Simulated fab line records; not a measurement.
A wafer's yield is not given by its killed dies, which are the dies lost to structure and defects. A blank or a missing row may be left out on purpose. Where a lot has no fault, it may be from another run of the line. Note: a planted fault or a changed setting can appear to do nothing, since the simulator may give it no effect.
Split-lot trial -- flow n5-finfet -- 7 lots, 39 wafers read, on a route of 1938 steps

## THE SPLIT ITSELF
At N5_DUMMY_GATE_EXPOSE_12 (exposes mask GATE, target cd 25 nm), the setting dose-mj was moved away from the recipe's 34 on 12 of the 39 wafers read, by -7.0% to +6.4%. This setting was run at the recipe's value on the other wafers.

## FROM THE SPLIT TO THE READING: what the file shows between them, 2 steps
- N5_DUMMY_GATE_PEB_13: peb time 60 s
- N5_DUMMY_GATE_DEVELOP_14: develop time 30 s

## THE READING
cd-nm, in nm, at N5_DUMMY_GATE_CD_MEAS_15 (target cd 25.8 nm). On this fab line, fault-free wafers typically give 25.05 nm with a standard deviation of 0.23 nm.

wafer,"tool, chamber at the split",dose-mj as run,against the recipe,"cd-nm, nm",against lot-mates on the recipe
L077.1,"euv-scanner-01, 0",35.8,+5.3%,24.15,-0.84
L077.2,"euv-scanner-01, 0",34,recipe,24.92,-
L077.3,"euv-scanner-01, 0",34,recipe,24.72,-
L077.4,"euv-scanner-01, 0",34,recipe,25.32,-
L077.5,"euv-scanner-01, 0",35.8,+5.3%,24.69,-0.30
L077.6,"euv-scanner-01, 0",35.8,+5.3%,24.26,-0.73
L083.1,"euv-scanner-01, 0",34,recipe,25.15,-
L083.2,"euv-scanner-01, 0",34,recipe,24.71,-
L083.3,"euv-scanner-01, 0",36.16,+6.4%,23.90,-1.01
L083.4,"euv-scanner-01, 0",36.16,+6.4%,23.82,-1.09
L083.5,"euv-scanner-01, 0",34,recipe,24.88,-
L083.6,"euv-scanner-01, 0",36.16,+6.4%,23.77,-1.14
L084.1,"euv-scanner-02, 0",34,recipe,25.31,-
L084.2,"euv-scanner-02, 0",34,recipe,25.07,-
L084.3,"euv-scanner-02, 0",34,recipe,25.18,-
L084.4,"euv-scanner-02, 0",34,recipe,25.13,-
L084.5,"euv-scanner-02, 0",34,recipe,25.53,-
L084.6,"euv-scanner-02, 0",34,recipe,25.38,-
L090.1,"euv-scanner-02, 0",34,recipe,24.90,-
L090.2,"euv-scanner-02, 0",34,recipe,25.20,-
L090.3,"euv-scanner-02, 0",31.62,-7.0%,26.38,+1.37
L090.4,"euv-scanner-02, 0",31.62,-7.0%,26.09,+1.08
L090.5,"euv-scanner-02, 0",31.62,-7.0%,26.37,+1.36
L090.6,"euv-scanner-02, 0",34,recipe,24.94,-
L091.1,"euv-scanner-02, 0",34,recipe,24.51,-
L091.2,"euv-scanner-02, 0",34,recipe,25.39,-
L091.3,"euv-scanner-02, 0",34,recipe,24.91,-
L091.4,"euv-scanner-02, 0",34,recipe,24.73,-
L091.5,"euv-scanner-02, 0",34,recipe,25.19,-
L091.6,"euv-scanner-02, 0",34,recipe,24.90,-
L096.1,"euv-scanner-02, 0",34,recipe,25.40,-
L096.3,"euv-scanner-02, 0",34,recipe,25.44,-
L096.5,"euv-scanner-02, 0",34,recipe,24.94,-
L097.1,"euv-scanner-01, 0",35.99,+5.9%,24.15,-0.88
L097.2,"euv-scanner-01, 0",34,recipe,24.97,-
L097.3,"euv-scanner-01, 0",35.99,+5.9%,24.08,-0.95
L097.4,"euv-scanner-01, 0",34,recipe,25.32,-
L097.5,"euv-scanner-01, 0",35.99,+5.9%,24.60,-0.43
L097.6,"euv-scanner-01, 0",34,recipe,24.80,-

FIT RESULTS
A straight line over all 39 wafers: cd-nm changes by -0.164 nm for each +1% of dose-mj; r = -0.91; the points scatter about the line by 0.26 nm.
The same after taking each lot's own level away (the mean of its wafers on the recipe; 39 wafers): -0.157 nm for each +1%; r = -0.92; scatter 0.23 nm.
On that fit, the largest move of dose-mj shifts the reading by 1.1 nm.
Across the lots, their own levels run from 24.913 to 25.267 nm, a range of 1.5 times the standard deviation given above.
The two slopes are in agreement: the lot-to-lot level therefore moves the slope only a little.
Check: +1.09 nm against its lot-mates is what the line predicts for one of the wafers moved furthest among these (-7.0%) when that wafer is left out of the fit. It came out at +1.37 nm against them.

## THE WHOLE CHAIN: every reading that the file lists as answering this split, in the file's order
step,what it does,reading,change (the file's fit),r (the file's)
N5_DUMMY_GATE_CD_MEAS_15,target cd 25.8 nm,cd-nm,-0.154 nm for each +1% of the setting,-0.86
N5_DUMMY_GATE_TRIM_49,"chemistry O2, time 29 s, target cd 14 nm","DUMMY_GATE.cd-nm (the simulator's own value, which no gauge read)",-0.177 nm for each +1% of the setting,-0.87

## THE FILE'S OWN FIT
cd-nm changes by -0.154 nm for each +1% of dose-mj, r = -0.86.
